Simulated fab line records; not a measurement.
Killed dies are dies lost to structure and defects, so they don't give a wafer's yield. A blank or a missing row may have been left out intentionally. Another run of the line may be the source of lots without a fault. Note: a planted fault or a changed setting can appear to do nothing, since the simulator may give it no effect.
Matching of chambers + flow nand harc + cmp-02 running NHARC_A_BLC_CMP_25: 4 sister chambers
The step polishes, t overpolish 30 s, target thk 150 nm. 4 wafers are shown with their chamber, then 10 later ones without.

== WAFERS WITH THEIR CHAMBER ==
| wafer  | chamber | motor current A (A) |
|--------|---------|---------------------|
| L079.1 | 0       | 10.8                |
| L079.3 | 1       | 11.6                |
| L088.3 | 3       | 13.3                |
| L088.4 | 2       | 13.7                |

== WAFERS WHOSE CHAMBER IS MISSING ==
| wafer  | motor current A (A) |
|--------|---------------------|
| L088.5 | 12.0                |
| L089.4 | 10.5                |
| L089.5 | 12.8                |
| L089.6 | 10.9                |
| L093.1 | 13.3                |
| L093.2 | 12.9                |
| L093.5 | 10.8                |
| L096.3 | 10.6                |
| L096.5 | 13.1                |
| L096.6 | 10.5                |

== CHAMBER TAKEN BY EACH ==
| wafer  | from the rows above     | in truth |
|--------|-------------------------|----------|
| L088.5 | 1                       | 1        |
| L089.4 | 0                       | 0        |
| L089.5 | can't be placed: 3 or 2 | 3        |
| L089.6 | 0                       | 0        |
| L093.1 | can't be placed: 3 or 2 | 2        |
| L093.2 | can't be placed: 3 or 2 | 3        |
| L093.5 | 0                       | 0        |
| L096.3 | 0                       | 0        |
| L096.5 | can't be placed: 3 or 2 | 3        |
| L096.6 | 0                       | 0        |
6 of 10 placed correctly. Unplaceable from these rows: 4, with the true chamber sitting among the candidates in 4. Placed wrongly: 0.
How it was worked out, from the rows above alone: a wafer's distance from a chamber is the root of the sum, over the readings, of the square of ((its reading less the chamber's mean) divided by the reading's scatter). If the next closest chamber is less than 2 further off than the closest, the wafer can't be placed; otherwise it belongs to the closest. The mean given for a chamber averages the wafers shown for that chamber. The scatter: root of mean squared gap, hidden wafer to nearest shown wafer, with one shown wafer a chamber.
